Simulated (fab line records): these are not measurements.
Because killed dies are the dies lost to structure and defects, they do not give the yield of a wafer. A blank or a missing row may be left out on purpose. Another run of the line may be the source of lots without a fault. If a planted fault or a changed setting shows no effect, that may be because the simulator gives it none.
fab line records | flow nand_harc
[record] lots = 7 wafers = 21 last_day = 32
route steps=1302 shown P_GATE@163 END@1302
lots that met no fault: from a run of the same line without faults
start_h: the number of hours between the record's first day and the start of the first shown wafer of the lot | wait_h: how many hours have passed since the lot's step before this one | " repeats the value in the row above | L1.1+2: one row covering several wafers at once | - no value, or no start given | * or withheld: withheld | < > ~ a bound
route shown NAME@n: names a module that has steps shown in the file, with the first one's number in the route | usual: mean/standard deviation of fault-free wafers | same: alike in all rows | chamber/n: place in a boat | sites: readings site by site | _std_site: standard deviation across them | _edge_site: inner sites' mean taken away from outer sites' mean | radius_mm: how far each site lies from the wafer's centre | mask NAME#n: copy n | behind: the most recent tool/chamber to have shaped the wafer | hold: why the lot went on hold/how many hours it stayed there/how the hold came to an end | device: whichever transistor did not switch (one of n, p or np) | end of line: tests run on the same wafers once the route is complete | step lacking rows: just its recipe | killed: at the first sort, the dies lost to defects and structure; wafer yield is something else | map: the dies of a wafer, with x for killed, . for not killed, _ for no die there
set.NAME: the setting the step ran with; set.NAME@STEP: the setting that earlier step ran with | model.NAME: the simulator's own value behind a step, which no gauge read
lots at selected steps of the route; one table per step, one row per wafer
services: when a tool's chamber went out of use (start_h, in hours from the record's first day, below 0 if earlier), for how many hours, and the reason
[[steps]]
[step NHARC_P_GATE_HMDS_39]
[recipe] time_s = 30
[step NHARC_P_GATE_COAT_40]
[recipe] spin_rpm = 3000
[step NHARC_P_GATE_SOFTBAKE_41]
[recipe] temp_c = 122 time_s = 95
[step NHARC_P_GATE_EBR_42]
[step NHARC_P_GATE_EXPOSE_43]
[recipe] na = 0.6 target_cd_nm = 720 dose_mj = 14.81 mask_id = P_NSD
[step NHARC_P_GATE_PEB_44]
[recipe] peb_temp_c = 118 peb_time_s = 85
[step NHARC_P_GATE_DEVELOP_45]
[recipe] time_s = 70
[step NHARC_P_GATE_CD_MEAS_46]
[recipe] target_cd_nm = 720 landing_energy_ev = 500
[usual] cd_nm = 721.3/2.5
// columns lot.wafer tool chamber start_h wait_h cd_nm
L177.1 cd_sem-01 0 142.51 - 722.1
L177.5 " 0 " " 719.8
L177.6 " 0 " " 721.4
L184.2 cd_sem-01 0 205.48 - 721.7
L184.5 " 0 " " 719.4
L184.6 " 0 " " 722.3
L187.2 cd_sem-01 0 233.65 - 721.4
L187.3 " 0 " " 723.1
L187.5 " 0 " " 725.0
L188.2 cd_sem-01 0 251.79 - 718.0
L188.3 " 0 " " 718.0
L188.5 " 0 " " 721.2
L190.1 cd_sem-02 0 272.05 - 724.3
L190.2 " 0 " " 719.3
L190.6 " 0 " " 719.7
L195.1 cd_sem-01 0 320.72 - 721.0
L195.4 " 0 " " 721.4
L195.6 " 0 " " 723.5
L197.2 cd_sem-02 0 337.86 - 718.5
L197.5 " 0 " " 719.5
L197.6 " 0 " " 717.0
[step NHARC_P_GATE_HARDBAKE_47]
[recipe] temp_c = 125 time_s = 80
[step NHARC_P_GATE_DESCUM_48]
[recipe] time_s = 3 o2_flow_sccm = 200 ar_flow_sccm = 0 bias_power_w = 0 chemistry = O2
[step NHARC_P_GATE_IMPLANT_49]
[recipe] energy_kev = 30 dose_cm2 = 3e+15 tilt_deg = 7
[step NHARC_P_GATE_STRIP_111]
[recipe] power_w = 1500 temp_c = 110 time_s = 250 chemistry = N2/H2
[usual] drypump_motor_current_A = 6.0/0.31 heater_power_w = 87/8.2
// columns lot.wafer tool chamber start_h wait_h drypump_motor_current_A heater_power_w rf_hours_counter_h
L177.1 plasma_asher-02 1 143.27 0.4 5.9 91 14
L177.6 " 0 " " 5.4 100 -
L177.5 " 1 " " 5.9 91 -
L184.2 plasma_asher-01 0 206.00 0.2 6.2 89 6
L184.5 " 0 " " 6.2 94 -
L184.6 " 1 " " 6.2 76 -
L187.2 plasma_asher-01 0 234.17 0.2 6.3 88 14
L187.3 " 1 " " 6.2 74 -
L187.5 " 0 " " 6.3 91 -
L188.2 plasma_asher-01 1 252.31 0.2 6.2 76 18
L188.3 " 1 " " 6.2 77 -
L188.5 " 1 " " 6.2 74 -
L190.1 plasma_asher-01 0 272.58 0.2 6.2 91 23
L190.2 " 1 " " 6.2 74 23
L190.6 " 1 " " 6.2 75 -
L195.1 plasma_asher-02 0 321.31 0.2 5.4 95 12
L195.4 " 0 " " 5.4 94 -
L195.6 " 0 " " 5.4 95 -
L197.2 plasma_asher-01 1 338.46 0.2 6.2 76 37
L197.5 " 0 " " 6.3 87 -
L197.6 " 1 " " 6.2 76 -
[step NHARC_P_GATE_STRIP_75]
[recipe] power_w = 1500 temp_c = 250 chemistry = O2
[usual] drypump_motor_current_A = 6.0/0.31 heater_power_w = 326/31
// columns lot.wafer tool chamber start_h wait_h drypump_motor_current_A heater_power_w rf_hours_counter_h
L177.1 plasma_asher-02 1 143.53 0.2 5.9 327 14
L177.6 " 0 " " 5.4 363 -
L177.5 " 1 " " 5.9 342 -
L184.2 plasma_asher-01 0 206.30 0.3 6.3 339 6
L184.5 " 0 " " 6.2 350 -
L184.6 " 1 " " 6.2 281 -
L187.2 plasma_asher-01 0 234.47 0.3 6.2 337 14
L187.3 " 1 " " 6.2 286 -
L187.5 " 0 " " 6.3 343 -
L188.2 plasma_asher-01 1 252.62 0.3 6.2 290 18
L188.3 " 1 " " 6.2 285 -
L188.5 " 1 " " 6.2 287 -
L190.1 plasma_asher-01 0 272.88 0.2 6.2 344 23
L190.2 " 1 " " 6.2 283 23
L190.6 " 1 " " 6.2 279 -
L195.1 plasma_asher-02 0 321.56 0.2 5.4 356 12
L195.4 " 0 " " 5.4 357 -
L195.6 " 0 " " 5.4 354 -
L197.2 plasma_asher-01 1 338.73 0.2 6.2 282 38
L197.5 " 0 " " 6.2 337 -
L197.6 " 1 " " 6.2 284 -
[step NHARC_P_GATE_STRIP_50]
[recipe] time_s = 900 temp_c = 130 chemistry = SPM
[step NHARC_P_GATE_DEHYDRATE_51]
[recipe] temp_c = 150 time_s = 120
[step NHARC_P_GATE_HMDS_52]
[recipe] time_s = 30
[step NHARC_P_GATE_COAT_53]
[recipe] spin_rpm = 3000
[step NHARC_P_GATE_SOFTBAKE_54]
[recipe] temp_c = 122 time_s = 95
[step NHARC_P_GATE_EBR_55]
[step NHARC_P_GATE_EXPOSE_56]
[recipe] na = 0.6 target_cd_nm = 720 dose_mj = 14.81 mask_id = P_PSD
[step NHARC_P_GATE_PEB_57]
[recipe] peb_temp_c = 118 peb_time_s = 85
[step NHARC_P_GATE_DEVELOP_58]
[recipe] time_s = 70
[step NHARC_P_GATE_CD_MEAS_59]
[recipe] target_cd_nm = 720 landing_energy_ev = 500
[usual] cd_nm = 721.7/2.1
// columns lot.wafer tool chamber start_h wait_h cd_nm
L177.1 cd_sem-02 0 144.44 - 721.7
L177.5 " 0 " " 719.0
L177.6 " 0 " " 723.8
L184.2 cd_sem-02 0 207.11 - 725.2
L184.5 " 0 " " 720.9
L184.6 " 0 " " 725.7
L187.2 cd_sem-02 0 235.40 - 720.4
L187.3 " 0 " " 724.5
L187.5 " 0 " " 720.9
L188.2 cd_sem-03 0 253.42 - 724.6
L188.3 " 0 " " 721.2
L188.5 " 0 " " 719.7
L190.1 cd_sem-01 0 273.68 - 719.6
L190.2 " 0 " " 719.4
L190.6 " 0 " " 720.3
L195.1 cd_sem-02 0 322.35 - 719.5
L195.4 " 0 " " 724.5
L195.6 " 0 " " 719.9
L197.2 cd_sem-02 0 339.52 - 722.3
L197.5 " 0 " " 719.0
L197.6 " 0 " " 722.3
[step NHARC_P_GATE_HARDBAKE_60]
[recipe] temp_c = 125 time_s = 80
[step NHARC_P_GATE_DESCUM_61]
[recipe] time_s = 3 o2_flow_sccm = 200 ar_flow_sccm = 0 bias_power_w = 0 chemistry = O2
[usual] drypump_motor_current_A = 6.0/0.46 mfc_ar_sccm = 0.010/0.01 oes_product_au = 0.998/0.013 rf_vpp_V = 57.7/0.91 showerhead_plenum_p_Torr = 1.90/0.055 throttle_valve_pct = 11.310/0.0091
// columns lot.wafer tool chamber start_h wait_h drypump_motor_current_A mfc_ar_sccm oes_product_au rf_hours_counter_h rf_vpp_V showerhead_plenum_p_Torr throttle_valve_pct
L177.1 rie_diel-12 1 144.63 - 6.0 0.013 1.004 4 58.6 1.89 11.304
L177.5 " 3 " " 6.7 0 1.010 - 56.8 1.91 11.298
L177.6 " 0 " " 5.5 0.027 0.993 - 58.3 1.98 11.310
L184.2 rie_diel-12 3 207.26 - 6.7 0 0.997 8 56.3 1.90 11.322
L184.6 " 3 " " 6.7 0 1.001 - 58.1 1.90 11.303
L184.5 " 0 " " 5.6 0.027 1.002 - 56.6 1.98 11.317
L187.3 rie_diel-12 3 235.56 - 6.6 0 1.010 11 57.5 1.90 11.322
L187.2 " 1 " " 6.0 0.013 1.000 11 57.9 1.88 11.311
L187.5 " 2 " " 5.2 0.027 1.008 - 56.8 1.86 11.316
L188.2 rie_diel-09 0 253.59 - 5.7 0.010 0.976 5 57.4 1.83 11.316
L188.3 " 1 " " 6.2 0.019 0.980 5 58.2 1.94 11.305
L188.5 " 0 " " 5.6 0.010 0.976 - 56.5 1.83 11.309
L190.1 rie_diel-03 3 273.84 - 5.7 0.004 0.982 8 57.8 1.83 11.308
L190.2 " 0 " " 6.6 0 0.996 8 58.5 1.95 11.315
L190.6 " 3 " " 5.8 0.004 0.976 - 57.0 1.83 11.316
L195.4 rie_diel-03 1 322.52 - 6.1 0.013 0.989 2 57.6 1.97 11.317
L195.1 " 3 " " 5.8 0.004 1.008 2 58.8 1.83 11.301
L195.6 " 1 " " 6.0 0.013 0.972 - 58.4 1.97 11.322
L197.2 rie_diel-09 1 339.68 - 6.2 0.019 0.985 0 58.3 1.94 11.313
L197.6 " 1 " " 6.2 0.019 0.983 - 58.9 1.94 11.318
L197.5 " 2 " " 6.0 0.001 1.001 - 58.7 1.98 11.308
[step NHARC_P_GATE_IMPLANT_62]
[recipe] energy_kev = 20 dose_cm2 = 3e+15 tilt_deg = 7
[step NHARC_P_GATE_STRIP_112]
[recipe] power_w = 1500 temp_c = 110 time_s = 200 chemistry = N2/H2
[usual] drypump_motor_current_A = 6.0/0.33 heater_power_w = 87/8.6
// columns lot.wafer tool chamber start_h wait_h drypump_motor_current_A heater_power_w rf_hours_counter_h
L177.1 plasma_asher-02 1 145.20 0.4 5.9 91 15
L177.6 " 0 " " 5.4 97 -
L177.5 " 1 " " 5.9 92 -
L184.2 plasma_asher-02 0 207.67 0.2 5.4 97 26
L184.6 " 1 " " 5.9 88 -
L184.5 " 0 " " 5.5 100 -
L187.2 plasma_asher-01 1 235.92 0.2 6.2 76 14
L187.3 " 1 " " 6.2 75 -
L187.5 " 0 " " 6.2 90 -
L188.2 plasma_asher-01 1 253.95 0.2 6.2 75 18
L188.3 " 0 " " 6.2 89 -
L188.5 " 0 " " 6.2 93 -
L190.2 plasma_asher-01 0 274.20 0.2 6.2 93 23
L190.1 " 1 " " 6.2 73 23
L190.6 " 1 " " 6.2 78 -
L195.1 plasma_asher-01 0 322.92 0.2 6.3 90 33
L195.4 " 1 " " 6.2 74 -
L195.6 " 0 " " 6.3 90 -
L197.2 plasma_asher-01 1 340.05 0.2 6.2 75 38
L197.6 " 1 " " 6.2 75 -
L197.5 " 0 " " 6.2 92 -
[step NHARC_P_GATE_STRIP_76]
[recipe] power_w = 1500 temp_c = 250 chemistry = O2
[step NHARC_P_GATE_STRIP_63]
[recipe] time_s = 900 temp_c = 130 chemistry = SPM
[step NHARC_P_GATE_DEHYDRATE_83]
[recipe] temp_c = 150 time_s = 120
[step NHARC_P_GATE_HMDS_84]
[recipe] time_s = 30
[step NHARC_P_GATE_COAT_85]
[recipe] spin_rpm = 3000
[step NHARC_P_GATE_SOFTBAKE_86]
[recipe] temp_c = 122 time_s = 95
[step NHARC_P_GATE_EBR_87]
[step NHARC_P_GATE_EXPOSE_88]
[recipe] na = 0.6 target_cd_nm = 2000 dose_mj = 11.87 mask_id = P_HVN
[step NHARC_P_GATE_PEB_89]
[recipe] peb_temp_c = 118 peb_time_s = 85
[step NHARC_P_GATE_DEVELOP_90]
[recipe] time_s = 70
[step NHARC_P_GATE_CD_MEAS_91]
[recipe] target_cd_nm = 2000 landing_energy_ev = 500
[usual] cd_nm = 1999.4/2.3
// columns lot.wafer tool chamber start_h wait_h cd_nm
L177.1 cd_sem-01 0 146.35 - 1999.9
L177.5 " 0 " " 1999.2
L177.6 " 0 " " 1999.0
L184.2 cd_sem-01 0 208.68 - 1998.7
L184.5 " 0 " " 1999.9
L184.6 " 0 " " 1999.8
L187.2 cd_sem-03 0 237.10 - 2003.0
L187.3 " 0 " " 1997.8
L187.5 " 0 " " 2003.1
L188.2 cd_sem-03 0 255.00 - 1998.0
L188.3 " 0 " " 1995.0
L188.5 " 0 " " 2003.1
L190.1 cd_sem-03 0 275.39 - 1997.0
L190.2 " 0 " " 1994.9
L190.6 " 0 " " 1995.2
L195.1 cd_sem-01 0 324.19 - 1998.8
L195.4 " 0 " " 1998.9
L195.6 " 0 " " 1996.9
L197.2 cd_sem-01 0 341.23 - 2000.9
L197.5 " 0 " " 1997.7
L197.6 " 0 " " 2001.4
[step NHARC_P_GATE_HARDBAKE_92]
[recipe] temp_c = 125 time_s = 80
[step NHARC_P_GATE_DESCUM_93]
[recipe] time_s = 3 o2_flow_sccm = 200 ar_flow_sccm = 0 bias_power_w = 0 chemistry = O2
[usual] drypump_motor_current_A = 6.0/0.41 mfc_ar_sccm = 0.009/0.0096 oes_product_au = 0.996/0.013 rf_vpp_V = 57.7/0.88 showerhead_plenum_p_Torr = 1.90/0.057 throttle_valve_pct = 11.312/0.0092
// columns lot.wafer tool chamber start_h wait_h drypump_motor_current_A mfc_ar_sccm oes_product_au rf_hours_counter_h rf_vpp_V showerhead_plenum_p_Torr throttle_valve_pct
L177.1 rie_diel-12 1 146.52 - 5.9 0.013 1.003 3.9 58.0 1.89 11.313
L177.6 " 0 " " 5.6 0.027 0.982 - 57.5 1.98 11.322
L177.5 " 1 " " 5.9 0.013 1.003 - 56.9 1.89 11.308
L184.2 rie_diel-09 0 208.84 - 5.6 0.010 0.996 2.4 57.2 1.83 11.316
L184.6 " 0 " " 5.6 0.010 0.992 - 58.9 1.83 11.313
L184.5 " 1 " " 6.2 0.019 0.984 - 58.2 1.94 11.331
L187.2 rie_diel-12 0 237.29 - 5.6 0.027 0.999 10.8 58.3 1.98 11.314
L187.3 " 1 " " 5.9 0.013 0.996 10.6 59.0 1.88 11.309
L187.5 " 2 " " 5.2 0.027 1.011 - 57.3 1.86 11.298
L188.2 rie_diel-09 1 255.17 - 6.2 0.019 0.984 5.1 58.1 1.94 11.319
L188.3 " 2 " " 6.0 0.001 0.986 4.9 57.6 1.98 11.309
L188.5 " 0 " " 5.6 0.010 0.977 - 58.6 1.83 11.301
L190.2 rie_diel-03 3 275.55 - 5.8 0.004 0.977 8.0 56.3 1.83 11.304
L190.1 " 2 " " 5.6 0 0.988 8.8 57.2 1.82 11.313
L190.6 " 0 " " 6.6 0 0.994 - 58.4 1.95 11.326
L195.4 rie_diel-12 1 324.36 - 5.9 0.013 1.002 3.7 59.1 1.88 11.314
L195.1 " 3 " " 6.6 0 1.004 3.5 57.1 1.90 11.318
L195.6 " 1 " " 5.9 0.013 1.008 - 57.0 1.88 11.305
L197.2 rie_diel-12 1 341.41 - 5.9 0.013 1.002 5.3 58.7 1.88 11.310
L197.6 " 3 " " 6.6 0 0.986 - 57.3 1.90 11.315
L197.5 " 0 " " 5.6 0.027 0.984 - 58.8 1.97 11.321
[step NHARC_P_GATE_IMPLANT_94]
[recipe] energy_kev = 60 dose_cm2 = 2e+15 tilt_deg = 7
[step NHARC_P_GATE_STRIP_113]
[recipe] power_w = 1500 temp_c = 110 time_s = 740 chemistry = N2/H2
[usual] drypump_motor_current_A = 6.0/0.31 heater_power_w = 87/8.2
// columns lot.wafer tool chamber start_h wait_h drypump_motor_current_A heater_power_w rf_hours_counter_h
L177.1 plasma_asher-02 0 146.87 0.2 5.4 99 16
L177.5 " 0 " " 5.4 97 -
L177.6 " 1 " " 5.9 88 -
L184.2 plasma_asher-01 1 209.22 0.2 6.2 75 7
L184.6 " 1 " " 6.2 77 -
L184.5 " 0 " " 6.3 90 -
L187.2 plasma_asher-02 1 237.75 0.3 5.9 89 33
L187.3 " 1 " " 5.9 89 -
L187.5 " 0 " " 5.4 99 -
L188.2 plasma_asher-01 1 255.53 0.2 6.2 76 19
L188.3 " 0 " " 6.2 87 -
L188.5 " 1 " " 6.2 75 -
L190.1 plasma_asher-02 0 275.92 0.2 5.4 96 3
L190.2 " 1 " " 5.9 94 3
L190.6 " 0 " " 5.4 95 -
L195.1 plasma_asher-02 0 324.71 0.2 5.4 95 13
L195.4 " 1 " " 5.9 88 -
L195.6 " 1 " " 5.9 90 -
L197.2 plasma_asher-01 1 341.88 0.3 6.2 76 38
L197.5 " 0 " " 6.2 92 -
L197.6 " 1 " " 6.3 75 -
[step NHARC_P_GATE_INSPECT_68]
[usual] raw_defect_count = 207/95
// columns lot.wafer tool chamber start_h wait_h raw_defect_count
L177.1 defect_inspect-01 - 149.41 0.2 195
L177.5 " - " " 231
L177.6 " - " " 191
L184.2 defect_inspect-02 - 211.79 0.1 157
L184.5 " - " " 320
L184.6 " - " " 231
L187.2 defect_inspect-02 - 240.51 0.3 216
L187.3 " - " " 1204
L187.5 " - " " 181
L188.2 defect_inspect-02 - 258.06 0.1 1085
L188.3 " - " " 1213
L188.5 " - " " 1210
L190.1 defect_inspect-01 - 278.45 0.2 171
L190.2 " - " " 1223
L190.6 " - " " 1138
L195.1 defect_inspect-02 - 327.30 0.2 185
L195.4 " - " " 134
L195.6 " - " " 243
L197.2 defect_inspect-01 - 344.46 0.1 247
L197.5 " - " " 302
L197.6 " - " " 203
[step NHARC_END_SORT_01]
[recipe] temp_c = 25
[usual] killed_at_array = 54/12 killed_at_other = 0.7/1.1 killed_at_periphery = 3.9/2.8 killed_dies = 59/13 killed_open = 3.4/2 killed_short = 2.5/1.7
[same] gross_dies = 677
// columns lot.wafer tool chamber start_h wait_h killed_at_array killed_at_other killed_at_periphery killed_dies killed_open killed_short
L187.3 prober-02 0 681.82 3.1 27 0 101 128 3 1
L188.2 prober-02 0 699.65 2.8 39 0 100 139 2 0
L188.3 prober-02 0 700.44 3.1 43 0 101 144 1 1
L188.5 prober-02 0 702.02 3.7 54 1 110 165 3 3
L190.2 prober-02 0 728.05 2.8 50 3 102 155 0 3
L190.6 prober-02 0 731.25 4.0 63 3 107 173 2 1
// killed by level:class
L187.3 P_GATE:unspecified=96 A_CHANNEL_HOLE_D2:chamber_film_flake=12 A_CHANNEL_HOLE_D1:chamber_film_flake=6 P_CONTACT:chamber_film_flake=3 A_WL_FILL:chamber_film_flake=3 P_CONTACT:geometric_particle:open=2 A_CHANNEL_FILL_D2:geometric_particle:short=1 A_M0:geometric_particle:open=1
L188.2 P_GATE:unspecified=99 A_CHANNEL_HOLE_D2:chamber_film_flake=14 A_CHANNEL_HOLE_D1:chamber_film_flake=7 A_STAIRCASE:chamber_film_flake=5 A_SLIT:chamber_film_flake=5 A_WL_FILL:chamber_film_flake=2 A_CONTACT:chamber_film_flake=2 A_ONON_D2:geometric_particle:open=1
L188.3 P_GATE:unspecified=100 A_CHANNEL_HOLE_D2:chamber_film_flake=17 A_CHANNEL_HOLE_D1:chamber_film_flake=8 A_CONTACT:chamber_film_flake=6 A_STAIRCASE:chamber_film_flake=5 A_BLC:chamber_film_flake=2 A_WL_FILL:geometric_particle:short=1 A_WL_FILL:geometric_particle:open=1
L188.5 P_GATE:unspecified=106 A_CHANNEL_HOLE_D2:chamber_film_flake=23 A_STAIRCASE:chamber_film_flake=9 A_CONTACT:chamber_film_flake=6 A_CHANNEL_HOLE_D1:chamber_film_flake=5 P_ZERO_WELL:chamber_film_flake=2 A_DECK1_JOINT:chamber_film_flake=2 A_BLC:chamber_film_flake=2
L190.2 P_GATE:unspecified=101 A_SLIT:chamber_film_flake=21 A_CHANNEL_HOLE_D2:chamber_film_flake=17 A_CHANNEL_HOLE_D1:chamber_film_flake=4 A_CONTACT:chamber_film_flake=2 THIN_TSV:chamber_film_flake=2 A_SOURCE_PLATE:geometric_particle:short=1 A_ZERO_WELL:chamber_film_flake=1
L190.6 P_GATE:unspecified=103 A_CHANNEL_HOLE_D2:chamber_film_flake=26 A_SLIT:chamber_film_flake=25 THIN_TSV:chamber_film_flake=3 A_CONTACT:chamber_film_flake=3 P_STI:chamber_film_flake=2 A_CHANNEL_HOLE_D1:chamber_film_flake=2 A_M1:chamber_film_flake=2
// map L187.3 (x killed, . not)
____________.____________
_________......._________
_______..........._______
______.............______
_____..............._____
____.................____
____...........x..xx.____
___.............xxxx..___
___x............xxxxx.___
__.............xxxxxxx.__
__..........x.xxxxxxxxx__
_.........x...xxxxxxxx.._
_..............xxxxxxxxx_
_.............xxxxxxxxxx_
_...x.........xxxxxxxxxx_
_.xx...........xxxxxxx.._
.x............xxxxxxxx...
.x.............xxxxxxxx..
...............xxxxxxx...
.............x...xxx.....
....x............x.......
_..............xx......._
_........x.............._
_......................x_
_......................._
_......................._
__...x............x....__
__.................xxx.__
___..............x.xx.___
___...............xxx.___
____................x____
____...............xx____
_____..............._____
______.x...........______
_______..........._______
_________......._________
____________.____________
// map L188.5 (x killed, . not)
____________.____________
_________......._________
_______..........._______
______.............______
_____..........x..x._____
____.................____
____...........xxx.xx____
___x............xxxxx.___
___.x...........xxxxxx___
__.............xxxxxxx.__
__.............xxxxxxxx__
_.xxxx.x.......xxxxxxxxx_
_xxx........x.xxxxxxxxxx_
_xx.x........xxxxxxxxxxx_
_.x.x.....x...xxxxxxxx.._
_xxx.....x...xxxxxxxxxxx_
x.xxxx........xxxxxxxxx..
...x............xxxxxx...
.x.......x.....x.xxxxxx..
................x..xx....
...........x.....x.x..x..
_.....................x._
_......x................_
_.....x...xx............_
_......x................_
_......x................_
__x..x....xx...........__
__.x..x.x.............x__
___.................x.___
___..x.............x..___
____.x..x.x..........____
____.............x..x____
_____.............x._____
______........x....______
_______..........._______
_________......._________
____________.____________
[[services]]
// columns tool chamber start_h hours kind
rie_diel-09 2 121.83 23.1 repair
rie_diel-03 3 143.02 5.1 repair
rie_diel-09 - 143.10 9.0 pm
rie_diel-03 1 144.61 4.3 repair
plasma_asher-01 - 165.07 9.0 pm
plasma_asher-01 0 165.07 9.0 vent_cycle
plasma_asher-01 1 165.07 9.0 vent_cycle
plasma_asher-01 0 174.07 - clean
plasma_asher-01 1 174.07 - clean
rie_diel-09 1 176.05 6.8 repair
rie_diel-12 - 178.74 0.9 repair
rie_diel-03 1 214.61 2.2 repair
rie_diel-03 - 215.09 1.3 repair
rie_diel-09 3 225.95 7.5 repair
plasma_asher-02 - 244.99 0.8 repair
rie_diel-09 3 246.88 4.9 repair
plasma_asher-02 - 249.00 9.0 pm
rie_diel-03 3 258.41 12.7 repair
rie_diel-12 - 268.40 9.0 pm
rie_diel-09 1 278.84 10.1 repair
rie_diel-03 - 281.38 9.0 pm
plasma_asher-02 - 282.36 2.7 repair
rie_diel-09 - 320.10 9.0 pm
rie_diel-12 - 328.39 0.2 repair
[[key]]
[first_sign] step = NHARC_P_GATE_INSPECT_68 reading = raw_defect_count direction = up sigmas = 10 usual = 207 struck = 1179
[effect] step = NHARC_END_SORT_01 reading = killed_at_periphery direction = up sigmas = 36 usual = 3.9 struck = 103.5
[more_kills_born_at] NHARC_P_GATE_STRIP_75@plasma_asher-01 = 605
met_at NHARC_P_GATE_STRIP_75
struck_wafers L187.3,L188.2,L188.3,L188.5,L190.2,L190.6
tester_left_out L187,L188,L190
onset_between 206.30 234.47
[fault] kind = chamber_particle_source tool = plasma_asher-01 chamber = 1 onset_h = 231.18 steps = NHARC_P_GATE_STRIP_75 rate_per_visit_cm2 = 1.6016 end_h = 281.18
// tester_left_out: of these lots the tester's yield and bins aren't shown, on N5 and GAA mostly nor the transistor test; their killed dies are dies lost to structure and defects alone, not to doping, threshold or leakage, so they don't give the yield
